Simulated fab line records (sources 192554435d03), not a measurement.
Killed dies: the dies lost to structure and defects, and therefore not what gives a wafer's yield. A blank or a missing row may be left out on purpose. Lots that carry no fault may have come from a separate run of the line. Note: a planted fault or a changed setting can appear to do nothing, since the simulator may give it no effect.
Split-lot trial ; flow n5-finfet ; 39 wafers read across 7 lots, on a route 1938 steps long

ON THE SPLIT
At N5_BEOL_M9_DESCUM_16 (chemistry O2, time 7.9 s), the setting time-s was moved away from the recipe's 7.9 s on 15 of the 39 wafers read, by -47.4% to +47.7%. All remaining wafers had this setting at the recipe value.

Between the split and the reading, the file records no step.

THE READING
CAR-ArF_of_BEOL_M9_COAT_05.thk-nm (the simulator's own value, which no gauge read), in nm, at N5_BEOL_M9_ETCH_61 (etches SiARC in CF4, target depth 39 nm, time 65 s). The file gives no usual value for it. The 24 wafers here that ran the recipe average 55.3 nm, standard deviation 0.23 nm.

wafer;tool, chamber at the split;time-s as run, s;against the recipe;CAR-ArF_of_BEOL_M9_COAT_05.thk-nm, nm;against lot-mates on the recipe
L076.1;rie-diel-06, 0;4.153;-47.4%;57.8;+2.5
L076.5;rie-diel-06, 0;4.153;-47.4%;57.8;+2.5
L076.2;rie-diel-06, 2;4.153;-47.4%;57.6;+2.3
L076.3;rie-diel-06, 3,3,2;7.9;recipe;55.2;-
L076.4;rie-diel-06, 3,3,2;7.9;recipe;55.2;-
L076.6;rie-diel-06, 3,3,2;7.9;recipe;55.4;-
L077.1;rie-diel-01, 3,1;11.67;+47.7%;52.8;-2.4
L077.2;rie-diel-01, 3,1;11.67;+47.7%;52.8;-2.4
L077.3;rie-diel-01, 0;11.67;+47.7%;53;-2.2
L077.4;rie-diel-01, 2;7.9;recipe;55;-
L077.5;rie-diel-01, 1,0;7.9;recipe;55.4;-
L077.6;rie-diel-01, 1,0;7.9;recipe;55.2;-
L086.1;rie-diel-06, 2;7.9;recipe;55.4;-
L086.4;rie-diel-06, 3,1;7.9;recipe;55.4;-
L086.2;rie-diel-06, 3,1;7.9;recipe;55.2;-
L086.3;rie-diel-06, 0;11.62;+47.1%;53.2;-2.1
L086.6;rie-diel-06, 0;11.62;+47.1%;53.2;-2.1
L086.5;rie-diel-06, 3;11.62;+47.1%;52.8;-2.5
L087.1;rie-diel-06, 2;7.9;recipe;55.2;-
L087.2;rie-diel-06, 3;5.703;-27.8%;56.2;+1.3
L087.3;rie-diel-06, 1;5.703;-27.8%;56;+1.1
L087.4;rie-diel-06, 0;5.703;-27.8%;56.6;+1.7
L087.5;rie-diel-06, 0,1;7.9;recipe;54.8;-
L087.6;rie-diel-06, 0,1;7.9;recipe;54.8;-
L091.1;rie-diel-06, 2,0;5.37;-32.0%;57;+1.8
L091.6;rie-diel-06, 2,0;5.37;-32.0%;57;+1.8
L091.2;rie-diel-06, 1,0;7.9;recipe;55.2;-
L091.4;rie-diel-06, 1,0;7.9;recipe;55.2;-
L091.5;rie-diel-06, 3;7.9;recipe;55.2;-
L091.3;rie-diel-06, 3;5.37;-32.0%;56.8;+1.6
L092.1;rie-diel-01, 1,3,3,0;7.9;recipe;55.6;-
L092.3;rie-diel-01, 0,1;7.9;recipe;55.6;-
L092.4;rie-diel-01, 1,3,3,0;7.9;recipe;55.6;-
L092.5;rie-diel-01, 0,1;7.9;recipe;55.6;-
L092.6;rie-diel-01, 1,3,3,0;7.9;recipe;55.6;-
L092.2;rie-diel-01, 1,3,3,0;7.9;recipe;55.4;-
L096.2;rie-diel-02, 0;7.9;recipe;55.2;-
L096.4;rie-diel-02, 0;7.9;recipe;55;-
L096.6;rie-diel-02, 2;7.9;recipe;55.4;-
If several chambers appear in one row, that row covers several wafers at once and the file leaves open which wafer was in which chamber.

THE FIT
A straight line over all 39 wafers: CAR-ArF_of_BEOL_M9_COAT_05.thk-nm changes by -0.0487 nm for each +1% of time-s; r = -0.98; the points scatter about the line by 0.24 nm.
The same after taking each lot's own level away (the mean of its wafers on the recipe; 39 wafers): -0.05 nm for each +1%; r = -0.99; scatter 0.15 nm.
The reading moves by 2.4 nm for the largest change in time-s, on that fit.
Measured against the standard deviation above, the lots' own levels, which go from 54.93 to 55.57 nm, span 2.7 times it.
The two slopes agree, so the slope changes little with the lot-to-lot level.
Check: for one of the wafers moved furthest among these (+47.7%), held out of the fit, the line's prediction against its lot-mates is -2.36 nm. Against them it came out at -2.4 nm.

THE WHOLE CHAIN: every reading that the file lists as answering this split, in the file's order
step;what it does;reading;change (the file's fit);r (the file's)
N5_BEOL_M9_DESCUM_16;chemistry O2, time 7.9 s;CAR-ArF_of_BEOL_M9_COAT_05.thk-nm (the simulator's own value, which no gauge read);-0.049 nm for each +1% of the setting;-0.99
N5_BEOL_M9_ETCH_61;etches SiARC in CF4, target depth 39 nm, time 65 s;CAR-ArF_of_BEOL_M9_COAT_05.thk-nm (the simulator's own value, which no gauge read);-0.0501 nm for each +1% of the setting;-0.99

THE FILE'S OWN FIT
CAR-ArF_of_BEOL_M9_COAT_05.thk-nm changes by -0.0501 nm for each +1% of time-s, r = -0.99.
